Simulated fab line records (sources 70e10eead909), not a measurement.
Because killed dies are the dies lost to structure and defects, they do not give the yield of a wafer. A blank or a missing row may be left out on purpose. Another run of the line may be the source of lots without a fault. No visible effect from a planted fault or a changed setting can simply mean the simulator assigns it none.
Which of the tools did it?	flow nand_harc	20 wafers from 7 lots sampled at 4 of the route's 1159 steps

== WHAT EACH GAUGE READ, for each wafer ==
NHARC_A_ONON_D1_THK_MEAS_14: measures by ellipsometry.
lot	measured	on	thk_nm (nm)
L655	day 8 16:24	film_metro-02	987 988 988
L657	day 8 16:19	film_metro-01	992 993 992
L660	day 9 16:49	film_metro-01	1007 1006 1007
L661	day 10 09:53	film_metro-01	993 993 993
L662	day 10 21:58	film_metro-02	1007 640
L670	day 12 01:20	film_metro-02	995 995 993
L673	day 12 18:59	film_metro-01	995 995 997

== WHICH TOOL RAN EACH LOT (tool, then ch and the chambers of the sampled wafers, then the start) ==
lot	NHARC_P_BONDPAD_STRIP_15	NHARC_P_BONDPAD_PRE_CLEAN_26	NHARC_A_ONON_D1_DEP_12
L655	rie_diel-04 ch 1,3, day 7 09:19	pvd_sputter-03, day 8 16:00 or earlier	pecvd_onon-02 ch 0, day 8 16:00
L657	rie_diel-04 ch 1,2,3, day 7 14:49	pvd_sputter-02, day 8 15:48 or earlier	pecvd_onon-03 ch 0, day 8 15:48
L660	rie_diel-04 ch 0,1,2, day 8 12:02	pvd_sputter-03, day 9 16:22 or earlier	pecvd_onon-02 ch 0, day 9 16:22
L661	rie_diel-04 ch 0,2,3, day 9 02:46	pvd_sputter-02, day 10 09:22 or earlier	pecvd_onon-03 ch 0, day 10 09:22
L662	rie_diel-04 ch 1,3, day 9 16:13	pvd_sputter-02, day 10 21:27 or earlier	pecvd_onon-03 ch 0, day 10 21:27
L670	rie_diel-04 ch 0,2,3, day 10 20:53	pvd_sputter-01, day 12 00:52 or earlier	pecvd_onon-04 ch 0, day 12 00:52
L673	rie_diel-04 ch 0,1,2, day 11 15:02	pvd_sputter-02, day 12 18:28 or earlier	pecvd_onon-04 ch 0, day 12 18:28
- NHARC_P_BONDPAD_STRIP_15: strips in O2.
- NHARC_P_BONDPAD_PRE_CLEAN_26: time 30 s.
- NHARC_A_ONON_D1_DEP_12: target thk 1000 nm.

== THE ANSWER, worked out from the rows above alone ==
Rule: what is usual is taken from the lots themselves. Put in order of their means at a reading, lots are off if they are a third of the lots or fewer, leave a main group of 4 or more, and stand apart from it by a gap of 3 or more times the standard deviation of the main group's means; of several such gaps the widest counts. The tables above print the reading to a certain number of digits; a main group whose means all agree to those digits is not used. A lot without any number at a reading at which 4 lots or more have one is off too. Any other lot the step has rows for is counted as sound.
Off at NHARC_A_ONON_D1_THK_MEAS_14 (thk_nm): L662. Mean 995 nm and standard deviation 5.8 in the main group.
A tool fits if, at a process step before that reading, it ran every lot that is off, and no sound lot after the first of them. The gauges at NHARC_A_ONON_D1_THK_MEAS_14 are tried like those tools. Because NHARC_P_BONDPAD_PRE_CLEAN_26 lacks a start for some lots, the hours and order of its lots are taken from NHARC_A_ONON_D1_DEP_12. One fits: NHARC_A_ONON_D1_DEP_12 on pecvd_onon-03. Its last sound lot is L661 (day 10 09:22), its first lot that is off L662 (day 10 21:27): a fault that began between those two fits.

== WHAT THE SIMULATOR HAD INSERTED ==
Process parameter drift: pecvd_onon-03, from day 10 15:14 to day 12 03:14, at NHARC_A_ONON_D1_DEP_12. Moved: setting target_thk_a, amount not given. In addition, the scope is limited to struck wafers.
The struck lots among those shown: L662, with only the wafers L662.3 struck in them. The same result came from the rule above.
